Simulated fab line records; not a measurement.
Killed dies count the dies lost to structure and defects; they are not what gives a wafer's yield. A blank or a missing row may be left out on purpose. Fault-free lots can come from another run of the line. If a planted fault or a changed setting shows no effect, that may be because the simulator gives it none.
A struck lot beside a sound one ; flow n5 finfet ; 38 steps out of a route of 1938
Sound: the wafers L913.4, L913.5, L913.6. Wafers struck: L921.2, L921.3, L921.6. Last of all comes the cause.
Order at every step that has rows: each side's tool, ch and its chambers, its first start. Under that, the readings that differ: sound wafers ; struck wafers ; difference of the means ; sigmas: that difference in standard deviations of wafers without a fault.
alike: readings whose means differ by less than 2 such deviations, and words and numbers that are the same on both sides. not compared: withheld readings, readings that some wafer has no value for, bounds like >300 that may hide the same value, and numbers for which the record gives no deviation and whose values overlap.
Wherever a step has rows on one side only, a row that says differs or no value, or a row with sigmas, the two part there. Numbers that don't overlap but have no deviation are shown without sigmas and don't part them. A reading missing from all wafers of one side parts the sides only when that side holds two or more wafers.

first, 11 steps without rows for these wafers: N5_BEOL_M0_STRIP_104 (strips in N2/H2); N5_BEOL_M0_WET_ETCH_106 (etches SiO2 in DHF, target depth 130 nm, rinse time 30 s); N5_BEOL_M0_ETCH_128 (etches SiCN in CF4/N2, target depth 12 nm, overetch 5.1 nm, time 21.4 s); N5_BEOL_M0_TRENCH_ETCH_107 (etches SiOC in C4F6/O2, target depth 32.8 nm, time 16.4 s); N5_BEOL_M0_STRIP_142 (strips in N2/H2, time 10 s); N5_BEOL_M0_HM_STRIP_129 (strips TiN in peroxide tin strip, target depth 17 nm, time 108 s); N5_BEOL_M0_SRD_130 (time 30 s); N5_BEOL_M0_ETCH_109 (etches SiCN in CH3F/O2, target depth 8 nm, overetch 2.4 nm, time 27.4 s); N5_BEOL_M0_STRIP_139 (strips in post etch residue remover, time 60 s); N5_BEOL_M0_SRD_111 (time 30 s); N5_BEOL_M0_DEGAS_112 (time 60 s).
N5_BEOL_M0_PRE_CLEAN_113: time 30 s.
  sound on pvd sputter-03, day 7 01:45; struck on pvd sputter-03, day 9 04:08
  alike: heater power w, susceptor temp C
then, 25 steps without rows for these wafers: N5_BEOL_M0_ALD_136 (deposits TaN, pulse time 2 s, purge time 3 s, co reactant purge time 2 s); N5_BEOL_M0_SURFACE_TREAT_137; N5_BEOL_M0_CVD_115 (deposits Co from CCTBA/H2, time 120 s); N5_BEOL_M0_SPUTTER_116 (material Cu, target thk 4 nm, time 7.37 s); N5_BEOL_M0_ANNEAL_117 (time 60 s); N5_BEOL_M0_SPUTTER_132 (material Cu, target thk 4 nm, time 7.37 s); N5_BEOL_M0_ANNEAL_133 (time 60 s); N5_BEOL_M0_SPUTTER_134 (material Cu, target thk 4 nm, time 7.37 s); N5_BEOL_M0_ANNEAL_135 (time 60 s); N5_BEOL_M0_SPUTTER_141 (material Cu, target thk 4 nm, time 7.37 s); N5_BEOL_M0_ECD_118 (material Cu, target thk 300 nm); N5_BEOL_M0_ANNEAL_119 (time 90 s); N5_BEOL_M0_CMP_120 (polishes, stops on SiOC, t overpolish 6.9 s); N5_BEOL_M0_PRE_CLEAN_131 (time 15 s); N5_BEOL_M0_CO_CAP_123 (material Co, precursor CCTBA/H2, target thk 2 nm, time 102.1 s); N5_BEOL_M0_PRE_CLEAN_124 (time 15 s); N5_BEOL_M0_DEP_125 (deposits SiCN from 3MS/NH3, target thk 8 nm, time 14 s); N5_BEOL_M1_ILD_DEP_00 (deposits SiOC from DEMS/O2, target thk 79 nm, time 15.3 s); N5_BEOL_M1_PECVD_72 (deposits SiO2 from TEOS/O2, target thk 16 nm, time 18 s); N5_BEOL_M1_HM_DEP_02 (deposits TiN, target thk 20 nm); N5_BEOL_M1_COAT_61 (time 60 s, resist thk 60 nm); N5_BEOL_M1_COAT_62 (time 60 s, resist thk 12 nm); N5_BEOL_M1_COAT_73 (time 60 s, resist thk 5 nm); N5_BEOL_M1_COAT_05 (resist thk 30 nm); N5_BEOL_M1_EBR_07.
-- the record jumps here: 7 days lie between the struck wafers' starts before and after (it left off in module BEOL_M1 and takes up again in module PASSIVATION, whose first step shown is number 1936 of the route) --
N5_PASSIVATION_PROBE_49:
  record: rows for the struck wafers here (prober-01, day 15 18:59), none for the sound ones

WHERE THEY PART
N5_PASSIVATION_PROBE_49 only, going by this record.

WHY: what the simulator had put in
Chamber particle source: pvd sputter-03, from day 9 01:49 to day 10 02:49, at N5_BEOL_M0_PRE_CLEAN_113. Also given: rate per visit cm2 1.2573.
